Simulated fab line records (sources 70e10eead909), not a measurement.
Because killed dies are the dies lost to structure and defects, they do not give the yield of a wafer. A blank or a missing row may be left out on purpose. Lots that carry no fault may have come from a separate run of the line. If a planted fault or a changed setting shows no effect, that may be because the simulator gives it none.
Which tool was responsible? -- flow nand-harc -- 14 lots with 42 wafers sampled at 5 steps, on a route of 1302 steps

WHAT THE GAUGES SHOWED, per wafer
NHARC_A_ONON_D2_THK_MEAS_18: measures by ellipsometry.
lot,measured,on,thk-nm (nm)
L932,day 13 13:52,film-metro-01,994 994 994
L934,day 14 00:19,film-metro-02,1000 1000 999
L936,day 14 20:19,film-metro-01,980 982 981
L937,day 15 09:28,film-metro-02,1020 1021 1019
L938,day 15 15:55,film-metro-02,995 997 996
L944,day 18 17:53,film-metro-02,1023 1025 1025
L946,day 18 17:53,film-metro-01,465 1012 1011
L945,day 19 07:22,film-metro-02,469 1015 1016
L947,day 19 15:55,film-metro-02,1007 1005 1005
L950,day 20 12:09,film-metro-02,1003 1005 1005
L949,day 20 12:10,film-metro-01,988 988 989
L952,day 21 07:02,film-metro-01,987 987 985
L954,day 22 10:20,film-metro-01,1002 1000 1001
L953,day 23 14:22,film-metro-01,989 988 991

NHARC_A_ONON_D2_INSPECT_32.
lot,measured,on,raw-defect-count
L932,day 13 16:39,defect-inspect-01,296 827 275
L934,day 14 03:07,defect-inspect-02,476 482 316
L936,day 14 23:08,defect-inspect-02,289 334 278
L937,day 15 12:18,defect-inspect-01,317 165 165
L938,day 15 18:52,defect-inspect-01,307 395 462
L944,day 18 20:40,defect-inspect-02,303 336 285
L946,day 18 20:41,defect-inspect-01,361 436 284
L945,day 19 10:10,defect-inspect-01,300 322 339
L947,day 19 18:43,defect-inspect-02,415 284 428
L950,day 20 14:58,defect-inspect-01,449 315 381
L949,day 20 14:58,defect-inspect-02,438 521 276
L952,day 21 09:50,defect-inspect-01,237 296 309
L954,day 22 13:18,defect-inspect-01,479 1227 731
L953,day 23 17:20,defect-inspect-02,209 297 254

NHARC_END_SORT_01.
lot,measured,on,killed-at-array,killed-at-other,killed-at-periphery,killed-dies,killed-open,killed-short
L946,day 30 11:59,prober-01,673 62 57,1 0 2,3 2 3,677 64 62,8 4 7,1 3 1
L945,day 31 03:28,prober-01,671 31 38,4 1 2,2 2 3,677 34 43,6 2 3,2 2 3

WHAT TOOL EACH LOT RAN ON (gives the tool, then ch and the chambers of the sampled wafers, and finally the start)
lot,NHARC_A_DECK1_JOINT_CMP_13,NHARC_A_ONON_D2_DEP_16
L932,"cmp-01 ch 0,1, day 11 22:23","pecvd-onon-02 ch 0, day 13 13:25"
L934,"cmp-01 ch 1,2,3, day 12 11:14","pecvd-onon-02 ch 0, day 13 23:52"
L936,"cmp-04 ch 0,1,3, day 13 11:02","pecvd-onon-04 ch 0, day 14 19:49"
L937,"cmp-01 ch 0,2,3, day 14 00:23","pecvd-onon-04 ch 0, day 15 08:58"
L938,"cmp-01 ch 2,3, day 14 07:50","pecvd-onon-02 ch 0, day 15 15:24"
L944,"cmp-04 ch 0,1,3, day 17 01:22","pecvd-onon-04 ch 0, day 18 17:23"
L946,"cmp-02 ch 0,3, day 17 07:49","pecvd-onon-02 ch 0, day 18 17:23"
L945,"cmp-01 ch 1,2,3, day 17 17:14","pecvd-onon-02 ch 0, day 19 06:52"
L947,"cmp-02 ch 1,2,3, day 18 06:50","pecvd-onon-01 ch 0, day 19 15:28"
L950,"cmp-04 ch 0,2,3, day 19 00:37","pecvd-onon-04 ch 0, day 20 11:43"
L949,"cmp-02 ch 0,1,2, day 19 00:37","pecvd-onon-01 ch 0, day 20 11:39"
L952,"cmp-01 ch 0,2,3, day 19 19:10","pecvd-onon-04 ch 0, day 21 06:32"
L954,"cmp-01 ch 1,2, day 20 14:22","pecvd-onon-04 ch 0, day 22 09:56"
L953,"cmp-02 ch 1,2, day 22 01:50","pecvd-onon-04 ch 0, day 23 13:55"
- NHARC_A_DECK1_JOINT_CMP_13: polishes, target thk 51.023 nm.
- NHARC_A_ONON_D2_DEP_16: target thk 1000 nm.

WHAT THE TOOLS THEMSELVES READ (means of the sampled wafers that have a number; where no wafer has one, the mark that the record gives instead)
NHARC_A_DECK1_JOINT_CMP_13.
lot,tool,motor-current-A (A),time-to-endpoint-s (s)
L932,cmp-01,12.3,10.4
L934,cmp-01,11.7,9.2
L936,cmp-04,11.7,7.8
L937,cmp-01,12.6,7.2
L938,cmp-01,11.4,8.6
L944,cmp-04,12.1,10.6
L946,cmp-02,11.4,7.8
L945,cmp-01,11.8,11.9
L947,cmp-02,11.3,8.3
L950,cmp-04,11.5,10.6
L949,cmp-02,12.1,8.9
L952,cmp-01,12.5,8.6
L954,cmp-01,11.6,8.6
L953,cmp-02,10.7,6.4

THE ANSWER, worked out from the rows above alone
Rule: the usual values come from the lots themselves. Put in order of their means at a reading, lots are off if they are a third of the lots or fewer, leave a main group of 4 or more, and stand apart from it by a gap of 3 or more times the standard deviation of the main group's means; of several such gaps the widest counts. The tables above print the reading to a certain number of digits; a main group whose means all agree to those digits is not used. Also off: a lot with no number at a reading for which 4 or more lots have one. All remaining lots with rows at the step are treated as sound. Order of review: gauges by route order, followed by the tools' own readings, for which a lot's mean as printed above is used. The first step at which some lot is off is used, and at that step the reading that is off furthest; a lot without a number counts as furthest.
Off, at NHARC_A_ONON_D2_THK_MEAS_18 on thk-nm: L946, L945. Main group: mean 999 nm, sd 13.
If a tool, at a process step before that reading, ran all the lots that are off and no sound lot after the first of them, it fits. The gauges at NHARC_A_ONON_D2_THK_MEAS_18 are tried like those tools. One fits: NHARC_A_ONON_D2_DEP_16 on pecvd-onon-02. Its last sound lot is L938 (day 15 15:24), its first lot that is off L946 (day 18 17:23): a fault that began between those two fits.

WHAT THE SIMULATOR HAD INSERTED
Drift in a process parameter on pecvd-onon-02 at NHARC_A_ONON_D2_DEP_16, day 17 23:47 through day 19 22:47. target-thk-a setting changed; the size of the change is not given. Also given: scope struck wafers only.
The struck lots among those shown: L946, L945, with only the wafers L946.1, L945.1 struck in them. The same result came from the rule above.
